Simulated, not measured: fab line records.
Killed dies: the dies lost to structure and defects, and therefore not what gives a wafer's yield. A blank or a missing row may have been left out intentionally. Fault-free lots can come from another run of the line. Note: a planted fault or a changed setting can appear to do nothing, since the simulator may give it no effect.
fab line records | flow nand_harc
[record] lots = 11 | wafers = 33 | last_day = 24
route steps=1159 shown P_M0@282 P_M1@293 END@1159
lots that met no fault: from a run of the same line without faults
start_h: the number of hours between the record's first day and the start of the first shown wafer of the lot | wait_h: hours since the lot's step before | " same as the row above | L1.1+2: several wafers, shown together as one row | - no value, or no start given | * or withheld: withheld | < > ~ a bound
route shown NAME@n: names a module that has steps shown in the file, with the first one's number in the route | usual: mean/standard deviation of fault-free wafers | same: alike in all rows | chamber/n: place in a boat | sites: the reading at each site | _std_site: standard deviation of those values | _edge_site: mean of outer sites minus mean of inner sites | radius_mm: how far each site lies from the wafer's centre | mask NAME#n: copy n | behind: the last tool/chamber to shape the wafer | hold: cause of the lot's hold/its duration in hours/its outcome | device: whichever transistor did not switch (one of n, p or np) | end of line: the route-end tests of the same wafers | a step with no rows: only its recipe | killed: the dies lost at the first sort to structure and to defects; this is not the yield of the wafer | map: dies across one wafer; x = killed, . = not, _ = none there
set.NAME: setting as actually run; set.NAME@STEP: the setting as run at that earlier step | model.NAME: the simulator's own value behind a step, which no gauge read
one table for each step of the route and one row for each wafer, over a sample of lots
services: a tool's chamber out of use, with start hour (start_h, from the record's first day; less than 0 if before it), hours out, and reason
[[steps]]
[step NHARC_P_M0_INSPECT_27]
[usual] raw_defect_count = 293/110
lot.wafer | tool              | chamber | start_h | wait_h | raw_defect_count
L368.1    | defect_inspect-01 | -       | 130.65  | 0.0    | 154
L368.2    | "                 | -       | "       | "      | 186
L368.6    | "                 | -       | "       | "      | 313
L370.1    | defect_inspect-02 | -       | 148.94  | 0.0    | 278
L370.2    | "                 | -       | "       | "      | 312
L370.3    | "                 | -       | "       | "      | 319
L371.2    | defect_inspect-02 | -       | 154.56  | 0.0    | 412
L371.3    | "                 | -       | "       | "      | 361
L371.4    | "                 | -       | "       | "      | 277
L374.2    | defect_inspect-01 | -       | 166.39  | 0.0    | 172
L374.3    | "                 | -       | "       | "      | 321
L374.5    | "                 | -       | "       | "      | 258
L375.2    | defect_inspect-01 | -       | 178.88  | 0.0    | 310
L375.3    | "                 | -       | "       | "      | 411
L375.4    | "                 | -       | "       | "      | 366
L376.1    | defect_inspect-01 | -       | 179.10  | 0.0    | 291
L376.2    | "                 | -       | "       | "      | 242
L376.6    | "                 | -       | "       | "      | 239
L377.2    | defect_inspect-02 | -       | 200.96  | 0.0    | 233
L377.3    | "                 | -       | "       | "      | 160
L377.5    | "                 | -       | "       | "      | 253
L386.2    | defect_inspect-01 | -       | 231.00  | 0.0    | 279
L386.3    | "                 | -       | "       | "      | 308
L386.6    | "                 | -       | "       | "      | 438
L384.1    | defect_inspect-01 | -       | 231.60  | 0.0    | 637
L384.2    | "                 | -       | "       | "      | 330
L384.4    | "                 | -       | "       | "      | 488
L387.1    | defect_inspect-01 | -       | 246.79  | 0.0    | 213
L387.2    | "                 | -       | "       | "      | 422
L387.5    | "                 | -       | "       | "      | 467
L388.2    | defect_inspect-01 | -       | 254.94  | 0.0    | 216
L388.3    | "                 | -       | "       | "      | 743
L388.6    | "                 | -       | "       | "      | 560
[step NHARC_P_M1_PEB_07]
[recipe] peb_temp_c = 100 | peb_time_s = 65
[usual] heater_power_total_W = 156.6/0.4 | plate_temp_C = 99.99/0.12
[same] peb_time_s = 65
lot.wafer | tool           | chamber | start_h | wait_h | heater_power_total_W | plate_temp_C
L368.1    | litho_track-04 | 0       | 131.99  | 0.1    | 156.6                | 100.25
L368.2    | "              | 0       | "       | "      | 156.3                | 99.88
L368.6    | "              | 0       | "       | "      | 156.7                | 99.86
L370.1    | litho_track-06 | 0       | 150.45  | 0.1    | 156.3                | 99.97
L370.2    | "              | 0       | "       | "      | 156.9                | 100.09
L370.3    | "              | 0       | "       | "      | 156.3                | 100.11
L371.2    | litho_track-06 | 0       | 155.84  | 0.1    | 157.1                | 100.05
L371.3    | "              | 0       | "       | "      | 156.9                | 99.95
L371.4    | "              | 0       | "       | "      | 156.5                | 100.05
L374.2    | litho_track-06 | 0       | 167.70  | 0.1    | 156.5                | 100.05
L374.3    | "              | 0       | "       | "      | 156.4                | 99.95
L374.5    | "              | 0       | "       | "      | 156.2                | 99.93
L375.2    | litho_track-01 | 0       | 180.20  | 0.1    | 156.1                | 100.15
L375.3    | "              | 0       | "       | "      | 156.0                | 99.97
L375.4    | "              | 0       | "       | "      | 156.8                | 99.88
L376.1    | litho_track-06 | 0       | 180.40  | 0.1    | 162.2                | 102.42
L376.2    | "              | 0       | "       | "      | 162.0                | 102.31
L376.6    | "              | 0       | "       | "      | 161.3                | 102.52
L377.2    | litho_track-06 | 0       | 202.59  | 0.1    | 162.2                | 102.67
L377.3    | "              | 0       | "       | "      | 161.4                | 102.57
L377.5    | "              | 0       | "       | "      | 161.8                | 102.41
L386.2    | litho_track-01 | 0       | 232.31  | 0.1    | 156.9                | 100.04
L386.3    | "              | 0       | "       | "      | 157.1                | 99.97
L386.6    | "              | 0       | "       | "      | 157.0                | 99.92
L384.1    | litho_track-04 | 0       | 232.89  | 0.1    | 157.2                | 100.03
L384.2    | "              | 0       | "       | "      | 157.2                | 100.01
L384.4    | "              | 0       | "       | "      | 157.1                | 100.12
L387.1    | litho_track-04 | 0       | 248.11  | 0.1    | 156.8                | 99.93
L387.2    | "              | 0       | "       | "      | 156.1                | 100.12
L387.5    | "              | 0       | "       | "      | 157.0                | 100.00
L388.2    | litho_track-04 | 0       | 256.13  | 0.1    | 157.0                | 100.09
L388.3    | "              | 0       | "       | "      | 156.8                | 100.17
L388.6    | "              | 0       | "       | "      | 157.2                | 100.09
[step NHARC_P_M1_CD_MEAS_09]
[recipe] target_cd_nm = 130 | landing_energy_ev = 500
[usual] cd_nm = 129.9/0.49
lot.wafer | tool      | chamber | start_h | wait_h | cd_nm
L368.1    | cd_sem-01 | 0       | 132.07  | -      | 129.9
L368.2    | "         | 0       | "       | "      | 130.1
L368.6    | "         | 0       | "       | "      | 129.5
L370.1    | cd_sem-02 | 0       | 150.53  | -      | 131.2
L370.2    | "         | 0       | "       | "      | 131.5
L370.3    | "         | 0       | "       | "      | 130.3
L371.2    | cd_sem-01 | 0       | 155.92  | -      | 130.0
L371.3    | "         | 0       | "       | "      | 129.7
L371.4    | "         | 0       | "       | "      | 129.7
L374.2    | cd_sem-02 | 0       | 167.78  | -      | 130.1
L374.3    | "         | 0       | "       | "      | 130.2
L374.5    | "         | 0       | "       | "      | 129.9
L375.2    | cd_sem-03 | 0       | 180.28  | -      | 129.8
L375.3    | "         | 0       | "       | "      | 129.7
L375.4    | "         | 0       | "       | "      | 130.1
L376.1    | cd_sem-02 | 0       | 180.48  | -      | 138.1
L376.2    | "         | 0       | "       | "      | 138.0
L376.6    | "         | 0       | "       | "      | 138.7
L377.2    | cd_sem-03 | 0       | 202.67  | -      | 138.3
L377.3    | "         | 0       | "       | "      | 138.1
L377.5    | "         | 0       | "       | "      | 138.9
L386.2    | cd_sem-03 | 0       | 232.39  | -      | 130.0
L386.3    | "         | 0       | "       | "      | 129.3
L386.6    | "         | 0       | "       | "      | 129.5
L384.1    | cd_sem-01 | 0       | 232.97  | -      | 130.1
L384.2    | "         | 0       | "       | "      | 130.1
L384.4    | "         | 0       | "       | "      | 129.8
L387.1    | cd_sem-03 | 0       | 248.19  | -      | 129.6
L387.2    | "         | 0       | "       | "      | 129.9
L387.5    | "         | 0       | "       | "      | 129.0
L388.2    | cd_sem-03 | 0       | 256.21  | -      | 129.3
L388.3    | "         | 0       | "       | "      | 129.1
L388.6    | "         | 0       | "       | "      | 129.7
[step NHARC_P_M1_ETCH_35]
[recipe] target_depth_a = 400 | overetch_a = 120 | time_s = 43.94 | ion_energy_ev = 200 | n2_flow_sccm = 150 | h2_flow_sccm = 150 | ar_flow_sccm = 0 | rf_w = 400 | bias_w = 150 | chemistry = N2/H2
[usual] drypump_motor_current_A = 5.9/0.43 | oes_product_au = 0.999/0.0079 | rf_vpp_V = 431.1/2.1 | showerhead_plenum_p_Torr = 2.06/0.07 | throttle_valve_pct = 14.172/0.0093
lot.wafer | tool        | chamber | start_h | wait_h | drypump_motor_current_A | oes_product_au | rf_hours_counter_h | rf_vpp_V | showerhead_plenum_p_Torr | throttle_valve_pct
L368.1    | rie_diel-03 | 0       | 132.35  | 0.1    | 6.2                     | 1.002          | 6                  | 433.9    | 2.11                     | 14.166
L368.2    | "           | 1       | "       | "      | 6.2                     | 1.000          | 6                  | 430.8    | 2.05                     | 14.164
L368.6    | "           | 2       | "       | "      | 5.2                     | 1.009          | -                  | 431.4    | 2.06                     | 14.164
L370.2    | rie_diel-03 | 2       | 150.80  | 0.1    | 5.3                     | 1.003          | 6                  | 431.0    | 2.06                     | 14.184
L370.3    | "           | 3       | "       | "      | 6.3                     | 0.995          | 6                  | 431.7    | 2.12                     | 14.171
L370.1    | "           | 1       | "       | "      | 6.2                     | 0.998          | 7                  | 431.3    | 2.05                     | 14.172
L371.3    | rie_diel-10 | 3       | 156.21  | 0.1    | 5.9                     | 1.017          | 4                  | 426.6    | 1.93                     | 14.177
L371.2    | "           | 0       | "       | "      | 5.4                     | 0.996          | 4                  | 431.3    | 2.04                     | 14.169
L371.4    | "           | 1       | "       | "      | 5.6                     | 1.000          | 4                  | 430.2    | 2.00                     | 14.167
L374.2    | rie_diel-08 | 3       | 168.05  | 0.1    | 6.0                     | 0.984          | 2                  | 437.2    | 2.20                     | 14.169
L374.3    | "           | 1       | "       | "      | 6.7                     | 0.999          | 2                  | 433.4    | 2.14                     | 14.183
L374.5    | "           | 0       | "       | "      | 6.3                     | 0.989          | -                  | 428.7    | 2.00                     | 14.166
L375.2    | rie_diel-08 | 0       | 180.56  | 0.1    | 6.3                     | 0.991          | 4                  | 430.4    | 2.00                     | 14.166
L375.3    | "           | 1       | "       | "      | 6.7                     | 0.993          | 3                  | 433.6    | 2.14                     | 14.175
L375.4    | "           | 2       | "       | "      | 5.6                     | 1.004          | 4                  | 434.6    | 2.13                     | 14.173
L376.2    | rie_diel-03 | 3       | 180.75  | 0.1    | 6.3                     | 1.007          | 8                  | 432.4    | 2.12                     | 14.160
L376.1    | "           | 2       | "       | "      | 5.2                     | 1.015          | 8                  | 429.9    | 2.06                     | 14.174
L376.6    | "           | 3       | "       | "      | 6.3                     | 1.004          | -                  | 432.6    | 2.12                     | 14.177
L377.2    | rie_diel-03 | 3       | 202.94  | 0.1    | 6.4                     | 1.006          | 9                  | 431.8    | 2.12                     | 14.167
L377.3    | "           | 1       | "       | "      | 6.2                     | 1.012          | 10                 | 431.1    | 2.05                     | 14.178
L377.5    | "           | 3       | "       | "      | 6.3                     | 0.992          | -                  | 433.6    | 2.12                     | 14.166
L386.3    | rie_diel-03 | 2       | 232.67  | 0.1    | 5.3                     | 0.992          | 0                  | 430.9    | 2.06                     | 14.178
L386.2    | "           | 0       | "       | "      | 6.2                     | 1.001          | 0                  | 432.0    | 2.11                     | 14.169
L386.6    | "           | 2       | "       | "      | 5.3                     | 0.994          | -                  | 432.1    | 2.05                     | 14.153
L384.1    | rie_diel-08 | 1       | 233.26  | 0.1    | 6.7                     | 1.000          | 8                  | 434.6    | 2.14                     | 14.184
L384.2    | "           | 0       | "       | "      | 6.3                     | 0.989          | 8                  | 429.2    | 2.00                     | 14.160
L384.4    | "           | 1       | "       | "      | 6.6                     | 1.000          | -                  | 434.1    | 2.14                     | 14.155
L387.2    | rie_diel-10 | 1       | 248.47  | 0.1    | 5.6                     | 1.001          | 1                  | 429.0    | 1.99                     | 14.181
L387.1    | "           | 2       | "       | "      | 5.4                     | 1.005          | 1                  | 427.9    | 1.97                     | 14.149
L387.5    | "           | 0       | "       | "      | 5.4                     | 1.003          | -                  | 430.9    | 2.04                     | 14.159
L388.3    | rie_diel-03 | 1       | 256.48  | 0.1    | 6.2                     | 0.995          | 2                  | 430.8    | 2.04                     | 14.168
L388.2    | "           | 3       | "       | "      | 6.4                     | 0.993          | 2                  | 431.4    | 2.12                     | 14.176
L388.6    | "           | 1       | "       | "      | 6.2                     | 0.994          | -                  | 431.0    | 2.05                     | 14.166
[step NHARC_P_M1_ETCH_15]
[recipe] target_depth_a = 1825 | time_s = 91.2 | c4f8_flow_sccm = withheld | ar_flow_sccm = 400 | rf_w = 600 | bias_w = 300 | chemistry = C4F8/Ar
[usual] oes_product_au = 0.957/0.018 | rf_vpp_V = 441.4/2.1
lot.wafer | tool        | chamber | start_h | wait_h | oes_product_au | rf_hours_counter_h | rf_vpp_V
L368.1    | rie_diel-03 | 3       | -       | -      | 0.966          | 5                  | 444.4
L368.2    | "           | 0       | "       | "      | 0.972          | 6                  | 442.4
L368.6    | "           | 3       | "       | "      | 0.971          | -                  | 442.3
L370.3    | rie_diel-03 | 2       | -       | -      | 0.933          | 6                  | 441.6
L370.2    | "           | 3       | "       | "      | 0.932          | 6                  | 441.1
L370.1    | "           | 0       | "       | "      | 0.928          | 8                  | 442.3
L371.3    | rie_diel-10 | 1       | -       | -      | 0.931          | 4                  | 440.2
L371.4    | "           | 3       | "       | "      | 0.925          | 4                  | 439.0
L371.2    | "           | 0       | "       | "      | 0.935          | 4                  | 439.7
L374.2    | rie_diel-08 | 2       | -       | -      | 0.984          | 3                  | 443.7
L374.3    | "           | 0       | "       | "      | 0.953          | 3                  | 438.9
L374.5    | "           | 2       | "       | "      | 0.973          | -                  | 441.1
L375.4    | rie_diel-08 | 1       | -       | -      | 0.981          | 3                  | 441.4
L375.3    | "           | 2       | "       | "      | 0.965          | 4                  | 442.6
L375.2    | "           | 0       | "       | "      | 0.972          | 4                  | 438.4
L376.1    | rie_diel-03 | 0       | -       | -      | 0.981          | 9                  | 442.1
L376.2    | "           | 3       | "       | "      | 0.951          | 8                  | 441.2
L376.6    | "           | 1       | "       | "      | 0.966          | -                  | 439.5
L377.3    | rie_diel-03 | 0       | -       | -      | 0.983          | 10                 | 443.5
L377.2    | "           | 1       | "       | "      | 0.975          | 10                 | 440.9
L377.5    | "           | 3       | "       | "      | 0.968          | -                  | 443.5
L386.2    | rie_diel-03 | 2       | -       | -      | 0.966          | 0                  | 442.0
L386.3    | "           | 0       | "       | "      | 0.973          | 0                  | 442.3
L386.6    | "           | 2       | "       | "      | 0.958          | -                  | 440.3
L384.1    | rie_diel-08 | 3       | -       | -      | 0.949          | 8                  | 446.3
L384.2    | "           | 0       | "       | "      | 0.944          | 9                  | 440.2
L384.4    | "           | 0       | "       | "      | 0.937          | -                  | 439.4
L387.2    | rie_diel-10 | 3       | -       | -      | 0.960          | 1                  | 438.8
L387.1    | "           | 1       | "       | "      | 0.966          | 1                  | 439.4
L387.5    | "           | 0       | "       | "      | 0.968          | -                  | 440.9
L388.3    | rie_diel-03 | 3       | -       | -      | 0.948          | 2                  | 443.9
L388.2    | "           | 1       | "       | "      | 0.960          | 2                  | 440.0
L388.6    | "           | 3       | "       | "      | 0.947          | -                  | 443.0
[step NHARC_END_SORT_01]
[recipe] temp_c = 25
[usual] defect_limited_yield = 95.0/1.7 | killed_at_array = 29/12 | killed_at_other = 0.7/1 | killed_at_periphery = 4/3.2 | killed_dies = 34/12 | killed_open = 3.4/2 | killed_short = 1.8/1.3 | sort_bin_2_pct = 1.6/0.7 | sort_bin_3_pct = 0.26/0.23 | sort_bin_4_pct = 3.1/1.1 | sort_n_pass = 643/12 | sort_rim_yield_pct = 96.4/2.6 | sort_yield_pct = 95.0/1.7
[same] gross_dies = 677 | sort_bin_5_pct[%] = 0 | sort_bin_6_pct[%] = 0 | sort_bin_7_pct[%] = 0 | sort_bin_8_pct[%] = 0 | sort_rim_n_gross = 106.00
lot.wafer | tool      | chamber | start_h | wait_h | defect_limited_yield[%] | killed_at_array | killed_at_other | killed_at_periphery | killed_dies | killed_open | killed_short | sort_bin_2_pct[%] | sort_bin_3_pct[%] | sort_bin_4_pct[%] | sort_n_pass | sort_rim_yield_pct[%] | sort_yield_pct[%]
L376.1    | prober-01 | 0       | 497.28  | 2.5    | 94.2                    | 36              | 0               | 3                   | 39          | 1           | 2            | 1.8               | 0.44              | 3.5               | 638         | 98.1                  | 94.2
L376.2    | prober-01 | 0       | 498.07  | 2.8    | 94.5                    | 34              | 0               | 3                   | 37          | 3           | 1            | 1.9               | 0.44              | 3.1               | 640         | 93.4                  | 94.5
L376.6    | prober-01 | 0       | 501.26  | 4.0    | 94.5                    | 35              | 0               | 2                   | 37          | 2           | 2            | 1.9               | 0                 | 3.5               | 640         | 91.5                  | 94.5
L377.2    | prober-02 | 0       | 506.01  | 2.8    | 91.4                    | 52              | 1               | 5                   | 58          | 1           | 0            | 1.8               | 0.89              | 5.9               | 619         | 94.3                  | 91.4
L386.2    | prober-02 | 0       | 566.89  | 2.8    | 92.2                    | 52              | 0               | 1                   | 53          | 1           | 1            | 2.5               | 0.44              | 4.9               | 624         | 94.3                  | 92.2
L386.3    | prober-02 | 0       | 567.70  | 3.1    | 94.4                    | 33              | 1               | 4                   | 38          | 2           | 0            | 2.8               | 0.30              | 2.5               | 639         | 91.5                  | 94.4
L386.6    | prober-02 | 0       | 570.12  | 4.0    | 94.1                    | 39              | 0               | 1                   | 40          | 1           | 3            | 1.5               | 0.89              | 3.5               | 637         | 90.6                  | 94.1
// killed by level:class
L376.1 A_CHANNEL_HOLE_D1:chamber_film_flake=16 A_SLIT:chamber_film_flake=14 A_STAIRCASE:chamber_film_flake=3 A_CONTACT:chamber_film_flake=2 P_CONTACT:geometric_particle:open=1 P_CONTACT:geometric_particle:short=1 A_CHANNEL_FILL_D1:geometric_particle:short=1 P_GATE:chamber_film_flake=1
L376.2 A_SLIT:chamber_film_flake=16 A_CHANNEL_HOLE_D1:chamber_film_flake=8 A_CONTACT:chamber_film_flake=4 P_GATE:chamber_film_flake=2 A_STAIRCASE:chamber_film_flake=2 P_M2:geometric_particle:open=1 A_CHANNEL_HOLE_D1:geometric_particle:open=1 A_CONTACT:geometric_particle:short=1
L376.6 A_SLIT:chamber_film_flake=12 A_CHANNEL_HOLE_D1:chamber_film_flake=10 A_STAIRCASE:chamber_film_flake=3 A_WL_FILL:chamber_film_flake=3 A_CONTACT:chamber_film_flake=3 P_CONTACT:geometric_particle:short=1 A_SGD_CUT:geometric_particle:short=1 A_WL_FILL:geometric_particle:open=1
L377.2 A_CHANNEL_HOLE_D1:chamber_film_flake=21 A_SLIT:chamber_film_flake=15 A_CONTACT:chamber_film_flake=7 A_M0:chamber_film_flake=5 P_BONDPAD:chamber_film_flake=3 A_STAIRCASE:chamber_film_flake=3 P_M1:chamber_film_flake=2 A_CONTACT:geometric_particle:open=1
L386.2 A_CHANNEL_HOLE_D1:chamber_film_flake=23 A_SLIT:chamber_film_flake=18 A_CONTACT:chamber_film_flake=4 A_STAIRCASE:chamber_film_flake=4 A_SGD_CUT:geometric_particle:open=1 A_WL_FILL:geometric_particle:short=1 P_GATE:chamber_film_flake=1 A_CHANNEL_FILL_D1:chamber_film_flake=1
L386.3 A_SLIT:chamber_film_flake=18 A_CHANNEL_HOLE_D1:chamber_film_flake=11 A_CONTACT:chamber_film_flake=3 P_CONTACT:geometric_particle:open=2 P_GATE:chamber_film_flake=1 P_M1:chamber_film_flake=1 A_CHANNEL_FILL_D1:chamber_film_flake=1 HYBRID_BOND:latent=1
L386.6 A_SLIT:chamber_film_flake=16 A_CHANNEL_HOLE_D1:chamber_film_flake=12 A_CONTACT:chamber_film_flake=5 A_STAIRCASE:chamber_film_flake=2 P_BONDPAD:geometric_particle:open=1 A_ONON_D1:geometric_particle:short=1 A_CHANNEL_FILL_D1:geometric_particle:short=1 A_SGD_CUT:geometric_particle:short=1
[[services]]
tool           | chamber | start_h | hours | kind
litho_track-06 | -       | 117.00  | 7.0   | pm
rie_diel-03    | 0       | 120.92  | -     | clean
rie_diel-03    | 1       | 120.92  | -     | clean
rie_diel-03    | 2       | 120.92  | -     | clean
rie_diel-03    | 3       | 120.92  | -     | clean
rie_diel-08    | -       | 124.80  | 9.0   | pm
rie_diel-08    | 1       | 134.37  | 3.4   | repair
litho_track-04 | -       | 141.00  | 7.0   | pm
rie_diel-08    | 1       | 144.04  | 3.7   | repair
rie_diel-03    | 0       | 145.42  | -     | clean
rie_diel-03    | 1       | 145.42  | -     | clean
rie_diel-03    | 2       | 145.42  | -     | clean
rie_diel-03    | 3       | 145.42  | -     | clean
rie_diel-10    | -       | 151.66  | 0.2   | repair
rie_diel-08    | 3       | 153.12  | 4.3   | repair
rie_diel-03    | 0       | 169.92  | -     | clean
rie_diel-03    | 1       | 169.92  | -     | clean
rie_diel-10    | -       | 176.50  | 9.0   | pm
rie_diel-08    | -       | 192.67  | 0.3   | repair
rie_diel-03    | -       | 215.42  | 9.0   | pm
rie_diel-08    | 2       | 226.59  | 8.9   | repair
rie_diel-10    | 1       | 239.40  | 2.2   | repair
rie_diel-03    | 3       | 241.81  | 5.2   | repair
rie_diel-10    | 3       | 242.57  | 5.5   | repair
[[key]]
[first_sign] step = NHARC_P_M1_PEB_07 | reading = plate_temp_C | direction = up | sigmas = 20 | usual = * | struck = *
[effect] step = NHARC_P_M1_PEB_07 | reading = heater_power_total_W | direction = up | sigmas = 13 | usual = * | struck = *
[effect] step = NHARC_P_M1_CD_MEAS_09 | reading = cd_nm | direction = up | sigmas = 17 | usual = 129.9 | struck = 138.3
met_at NHARC_P_M1_PEB_07
struck_lots L376,L377
not_acting_at NHARC_P_M0_INSPECT_27,NHARC_P_M1_ETCH_35,NHARC_P_M1_ETCH_15
onset_between 167.70 180.40
[fault] kind = process_parameter_drift | tool = litho_track-06 | chamber = - | onset_h = 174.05 | steps = NHARC_P_M1_PEB_07 | channel = peb_temp_c | offset = * | shape = step | end_h = 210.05 | acts_in = * | stated = *
